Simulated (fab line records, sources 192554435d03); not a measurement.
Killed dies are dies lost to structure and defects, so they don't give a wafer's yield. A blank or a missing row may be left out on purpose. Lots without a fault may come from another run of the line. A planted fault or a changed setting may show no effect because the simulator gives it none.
Which tool did it? | flow n5_finfet | 24 lots, 72 wafers sampled, at 2 steps of a route of 1938

WHAT THE GAUGES READ, wafer by wafer
N5_BEOL_M2_CD_MEAS_11: target cd 16.79 nm. Usual: cd_nm 16.83 nm, standard deviation 0.23.
lot  | measured     | on        | cd_nm (nm)        | flag
L074 | day 6 15:23  | cd_sem-03 | 16.68 16.63 16.49 |
L075 | day 6 15:25  | cd_sem-03 | 17.51 17.28 16.73 |
L076 | day 6 21:40  | cd_sem-03 | 16.66 16.81 16.78 |
L077 | day 7 08:49  | cd_sem-02 | 17.00 17.16 16.79 |
L078 | day 7 13:21  | cd_sem-03 | 16.79 16.50 16.88 |
L079 | day 7 22:11  | cd_sem-03 | 16.68 16.81 16.97 |
L081 | day 8 14:08  | cd_sem-01 | 16.61 16.65 17.05 |
L083 | day 8 19:37  | cd_sem-03 | 16.58 16.74 16.29 |
L082 | day 8 19:47  | cd_sem-03 | 17.08 16.69 16.66 |
L080 | day 9 02:46  | cd_sem-03 | 16.58 17.11 16.53 |
L084 | day 9 02:59  | cd_sem-02 | 16.72 16.71 16.37 |
L085 | day 9 08:37  | cd_sem-02 | 16.89 16.60 17.12 |
L086 | day 9 12:25  | cd_sem-01 | 16.76 16.87 16.78 |
L087 | day 9 18:18  | cd_sem-02 | 16.87 16.72 16.87 |
L088 | day 10 04:52 | cd_sem-02 | 16.69 17.03 16.87 |
L089 | day 10 08:25 | cd_sem-03 | 16.65 16.72 16.91 |
L091 | day 10 13:35 | cd_sem-03 | 16.77 17.04 16.73 |
L090 | day 10 23:56 | cd_sem-01 | 16.62 17.01 16.98 |
L093 | day 11 01:28 | cd_sem-02 | 16.87 16.55 16.48 |
L092 | day 11 01:54 | cd_sem-01 | 16.80 16.83 16.65 |
L094 | day 11 15:17 | cd_sem-03 | 16.62 16.58 16.77 |
L096 | day 12 00:38 | cd_sem-03 | 17.27 16.96 16.91 |
L095 | day 12 00:43 | cd_sem-03 | 16.79 16.77 16.81 |
L097 | day 12 08:58 | cd_sem-01 | 17.44 16.91 16.94 |

WHICH TOOL RAN EACH LOT (tool, then ch and the chambers of the sampled wafers, then the start)
lot  | N5_BEOL_M2_HM_DEP_02
L074 | pvd_sputter-01, day 6 12:42
L075 | pvd_sputter-02, day 6 13:28
L076 | pvd_sputter-02, day 6 21:09
L077 | pvd_sputter-02, day 7 08:25
L078 | pvd_sputter-02, day 7 12:58
L079 | pvd_sputter-03, day 7 21:47
L081 | pvd_sputter-01, day 8 13:44
L083 | pvd_sputter-02, day 8 19:06
L082 | pvd_sputter-02, day 8 19:14
L080 | pvd_sputter-01, day 9 02:22
L084 | pvd_sputter-01, day 9 02:28
L085 | pvd_sputter-03, day 9 08:13
L086 | pvd_sputter-02, day 9 11:54
L087 | pvd_sputter-01, day 9 17:47
L088 | pvd_sputter-03, day 10 04:20
L089 | pvd_sputter-01, day 10 07:49
L091 | pvd_sputter-03, day 10 13:11
L090 | pvd_sputter-03, day 10 23:25
L093 | pvd_sputter-02, day 11 01:05
L092 | pvd_sputter-03, day 11 01:22
L094 | pvd_sputter-01, day 11 14:53
L096 | pvd_sputter-02, day 12 00:07
L095 | pvd_sputter-03, day 12 00:19
L097 | pvd_sputter-02, day 12 07:27
- N5_BEOL_M2_HM_DEP_02: deposits TiN, target thk 20 nm.

WHAT THE TOOLS THEMSELVES READ (means of the sampled wafers that have a number; where no wafer has one, the mark that the record gives instead)
N5_BEOL_M2_HM_DEP_02. Usual: throttle_valve_pct 30.3 %, standard deviation 0.89.
lot  | tool           | throttle_valve_pct (%) | flag
L074 | pvd_sputter-01 | 30.4                   |
L075 | pvd_sputter-02 | 30.7                   |
L076 | pvd_sputter-02 | 31.1                   |
L077 | pvd_sputter-02 | 30.6                   |
L078 | pvd_sputter-02 | 30.8                   |
L079 | pvd_sputter-03 | 30.4                   |
L081 | pvd_sputter-01 | 30.3                   |
L083 | pvd_sputter-02 | 31.0                   |
L082 | pvd_sputter-02 | 30.8                   |
L080 | pvd_sputter-01 | 30.3                   |
L084 | pvd_sputter-01 | 29.7                   |
L085 | pvd_sputter-03 | 30.1                   |
L086 | pvd_sputter-02 | 30.3                   |
L087 | pvd_sputter-01 | 29.7                   |
L088 | pvd_sputter-03 | 29.7                   |
L089 | pvd_sputter-01 | 29.9                   |
L091 | pvd_sputter-03 | 30.0                   |
L090 | pvd_sputter-03 | 30.3                   |
L093 | pvd_sputter-02 | 30.5                   |
L092 | pvd_sputter-03 | 30.8                   |
L094 | pvd_sputter-01 | 30.3                   |
L096 | pvd_sputter-02 | 30.7                   |
L095 | pvd_sputter-03 | 31.1                   |
L097 | pvd_sputter-02 | 30.2                   |

THE ANSWER, worked out from the rows above alone
Rule: a lot is off if the mean of its wafers that have a number lies more than 3 standard deviations from the usual mean. A lot without any number at a reading at which 4 lots or more have one is off too. The other lots that the step has rows for count as sound. The gauges are gone through in route order, then the tools' own readings, and for those a lot's mean is taken as printed above. The first step at which some lot is off is used, and at that step the reading that is off furthest; a lot without a number counts as furthest.
No lot is off at any reading shown: from this, nothing can be told.

WHAT THE SIMULATOR HAD PUT IN
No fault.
